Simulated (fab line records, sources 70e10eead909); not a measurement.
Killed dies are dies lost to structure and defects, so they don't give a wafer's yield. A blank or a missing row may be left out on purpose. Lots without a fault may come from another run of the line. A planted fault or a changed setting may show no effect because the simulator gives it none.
A struck lot beside a sound one | flow nand_harc | 15 steps out of a route of 1302
Sound: wafers L914.4, L914.5, L914.6. Struck: wafers L928.3, L928.4, L928.6. The cause comes at the end.
At each step with rows: each side's tool, then ch and its chambers, then its first start. Under that, the readings that differ: sound wafers | struck wafers | difference of the means | sigmas: that difference in standard deviations of wafers without a fault.
alike: readings whose means differ by less than 2 such deviations, and words and numbers that are the same on both sides. not compared: withheld readings, readings that some wafer has no value for, bounds like >300 that may hide the same value, and numbers for which the record gives no deviation and whose values overlap.
The two part at a step that has a row with sigmas, a row that says differs or no value, or rows on one side only. Numbers that don't overlap but have no deviation are shown without sigmas and don't part them. A reading that every wafer of one side lacks parts them only if that side has two wafers or more.

first, 8 steps without rows for these wafers: NHARC_P_ZERO_WELL_DEHYDRATE_44 (time 120 s); NHARC_P_ZERO_WELL_HMDS_45 (time 30 s); NHARC_P_ZERO_WELL_COAT_46; NHARC_P_ZERO_WELL_SOFTBAKE_47 (time 95 s); NHARC_P_ZERO_WELL_EBR_48; NHARC_P_ZERO_WELL_EXPOSE_49 (exposes mask P HVPW, target cd 2000 nm); NHARC_P_ZERO_WELL_PEB_50 (peb time 85 s); NHARC_P_ZERO_WELL_DEVELOP_51 (time 70 s).
NHARC_P_ZERO_WELL_CD_MEAS_52: target cd 2000 nm.
  sound on cd_sem-02 ch 0, day 5 09:31; struck on cd_sem-03 ch 0, day 11 05:50
  reading    | sound                | struck               | difference | sigmas
  cd_nm (nm) | 1998.5 1998.9 1998.6 | 2003.1 2000.5 2001.9 | +3.2       | +2
then, 1 step without rows for these wafers: NHARC_P_ZERO_WELL_HARDBAKE_53 (time 80 s).
NHARC_P_ZERO_WELL_DESCUM_54: chemistry O2, time 3 s.
  sound on rie_diel-04 ch 0,2,3, day 5 09:43; struck on rie_diel-01 ch 2,3, day 11 06:00
  alike: chamber_pressure_mTorr, drypump_motor_current_A, oes_product_au, rf_vpp_V, showerhead_plenum_p_Torr, throttle_valve_pct
  not compared: rf_hours_counter_h
then, 1 step without rows for these wafers: NHARC_P_ZERO_WELL_IMPLANT_55.
NHARC_P_ZERO_WELL_IMPLANT_61:
  sound on implanter-02 ch 0, day 5 10:05; struck on implanter-02, day 11 06:23
  no value came back on the struck wafers for beam_energy_keV, beam_on_s (s), dose_ions_cm2, implant_ion_amu; on the sound wafers beam_energy_keV reads 30.001 29.997 29.995
then, 1 step without rows for these wafers: NHARC_P_ZERO_WELL_STRIP_56 (strips in SPM, time 840 s).
-- the record jumps here: 22 days lie between the struck wafers' starts before and after (it left off in module P_ZERO_WELL and takes up again in module END, whose first step shown is number 1302 of the route) --
NHARC_END_SORT_01:
  the record has rows for the struck wafers here (prober-02 ch 0, day 33 06:26) and none for the sound ones

WHERE THEY PART
First at NHARC_P_ZERO_WELL_CD_MEAS_52; last, within this record, at NHARC_END_SORT_01.

WHY: what the simulator had put in
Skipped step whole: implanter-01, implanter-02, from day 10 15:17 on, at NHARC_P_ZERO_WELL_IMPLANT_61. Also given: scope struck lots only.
